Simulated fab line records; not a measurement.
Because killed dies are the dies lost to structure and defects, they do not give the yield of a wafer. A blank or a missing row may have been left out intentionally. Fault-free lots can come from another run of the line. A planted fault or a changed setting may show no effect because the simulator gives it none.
Code-filled problem report in 8D (eight disciplines) form	flow nandHarc	the parts of the form that need people (team, actions taken, sign-off) are left out

== 1. PROBLEM STATEMENT ==
Wafers without a fault read 82.1 s, standard deviation 0.44; runLengthS at NHARC_P_STI_ETCH_42 reads a mean of 66.1 s on 3 wafers belonging to 3 lots. Relative to the usual mean, that is a shift of -36 standard deviations.
The step: etches the open film in N2/H2, target depth 80 nm, overetch 24 nm, time 61 s.
First seen on wafer L386.4, day 5 00:44, on rieDiel-03. The record has a number at this step for 36 wafers belonging to 12 lots. By rule, "out" or "out of limits" means more than 4 standard deviations away from the usual mean. The rest of the wafers with a number are treated as sound.

== 2. WHAT THIS IS AND IS NOT ==
question	is	is not
which readings at this step	runLengthS	drypumpMotorCurrentA, oesProductAu, rfVppV, showerheadPlenumPTorr, throttleValvePct
which lots	L386, L388, L389	L376, L377, L379, L383, L384, L385, L391, L397, L399
which wafers of those lots	L386.4, L388.3, L389.4	L386.2, L386.6, L388.2, L388.6, L389.2, L389.6
read on which tools	rieDiel-03	rieDiel-04, rieDiel-08
when	from day 5 00:44	up to then (20 sound wafers); but 13 sound wafers of L388, L389, L391, L397, L399 came after

== 3. SUSPECTS, AND WHAT RULES EACH OUT ==
Counting: a tool at a process step up to the reading stays a suspect if it ran every lot that is out. Sound lots after the first of them don't rule it out here, since some wafers of a struck lot are sound.
- rieDiel-03 at NHARC_P_STI_ETCH_42 (etches the open film in N2/H2, target depth 80 nm, overetch 24 nm, time 61 s): kept. It ran every lot that is out, first L386 (day 5 00:44); its last sound lot up to then is L385 (day 4 18:16). Out on those wafers are its own readings of runLengthS.
Remaining after the count: rieDiel-03 at NHARC_P_STI_ETCH_42.

== 4. THE CAUSE (what the simulator had put in) ==
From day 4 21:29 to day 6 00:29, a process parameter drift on rieDiel-03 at NHARC_P_STI_ETCH_42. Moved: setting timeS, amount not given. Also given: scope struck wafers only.
Only this tool survived the counting.

== 5. THE CHAIN OF EFFECTS, in route order ==
Rows list readings where the struck wafers' mean (over those with a number) sits beyond 3 standard deviations from the usual. Only readings for which the record gives a usual standard deviation are gone through. hours: the time from each lot's start at the first step in this table that gives one to its start at this step, as a median over the lots. sigmas: the change in usual standard deviations.
hours	step	reading	usual	on struck wafers	change	sigmas
0	NHARC_P_STI_ETCH_42	runLengthS	82.1 s	66.1	-16.0	-36
Here are the process steps it includes:
- NHARC_P_STI_ETCH_42: etches the open film in N2/H2, target depth 80 nm, overetch 24 nm, time 61 s.
Later measuring or inspecting steps at which every struck wafer that the step has a row for has a number for every such reading, and none has moved that far: NHARC_P_STI_OCD_MEAS_43, NHARC_END_SORT_01.

== 6. WHAT WOULD HAVE CAUGHT IT SOONER ==
First out-of-limits reading in this record: day 5 00:44, which is 3 hours after fault onset at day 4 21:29.
